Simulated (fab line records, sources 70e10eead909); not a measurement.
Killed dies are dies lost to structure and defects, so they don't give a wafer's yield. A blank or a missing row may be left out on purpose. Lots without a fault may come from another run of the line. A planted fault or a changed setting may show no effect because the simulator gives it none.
Which tool did it? | flow nand_harc | 12 lots, 36 wafers sampled, at 1 step of a route of 1302

WHAT THE GAUGES READ, wafer by wafer
NHARC_A_CHANNEL_HOLE_D2_INSPECT_12.
lot  | measured     | on                | raw_defect_count
L917 | day 13 20:07 | defect_inspect-01 | 41 48 49
L923 | day 15 19:06 | defect_inspect-02 | 46 45 49
L925 | day 16 20:37 | defect_inspect-02 | 44 69 47
L926 | day 17 12:27 | defect_inspect-01 | 7 6 2
L929 | day 17 20:31 | defect_inspect-01 | 58 44 59
L932 | day 19 12:13 | defect_inspect-02 | 47 56 46
L931 | day 19 12:22 | defect_inspect-02 | 53 55 52
L933 | day 20 07:42 | defect_inspect-02 | 11 21 21
L934 | day 20 18:58 | defect_inspect-02 | 16 19 22
L938 | day 22 10:19 | defect_inspect-02 | 23 25 15
L940 | day 22 10:41 | defect_inspect-02 | 26 29 25
L939 | day 22 15:07 | defect_inspect-02 | 23 31 26

WHICH TOOL RAN EACH LOT (tool, then ch and the chambers of the sampled wafers, then the start)
The record holds no process step before these readings.

WHAT THE TOOLS THEMSELVES READ (means of the sampled wafers that have a number; where no wafer has one, the mark that the record gives instead)
The record holds no such reading with a usual standard deviation.

THE ANSWER, worked out from the rows above alone
Rule: what is usual is taken from the lots themselves. Put in order of their means at a reading, lots are off if they are a third of the lots or fewer, leave a main group of 4 or more, and stand apart from it by a gap of 3 or more times the standard deviation of the main group's means; of several such gaps the widest counts. A main group whose means are all the same, to the digits that the tables above print for the reading, isn't used. A lot without any number at a reading at which 4 lots or more have one is off too. The other lots that the step has rows for count as sound. The gauges are gone through in route order, then the tools' own readings, and for those a lot's mean is taken as printed above. The first step at which some lot is off is used, and at that step the reading that is off furthest; a lot without a number counts as furthest.
No lot is off at any reading shown: from this, nothing can be told.

WHAT THE SIMULATOR HAD PUT IN
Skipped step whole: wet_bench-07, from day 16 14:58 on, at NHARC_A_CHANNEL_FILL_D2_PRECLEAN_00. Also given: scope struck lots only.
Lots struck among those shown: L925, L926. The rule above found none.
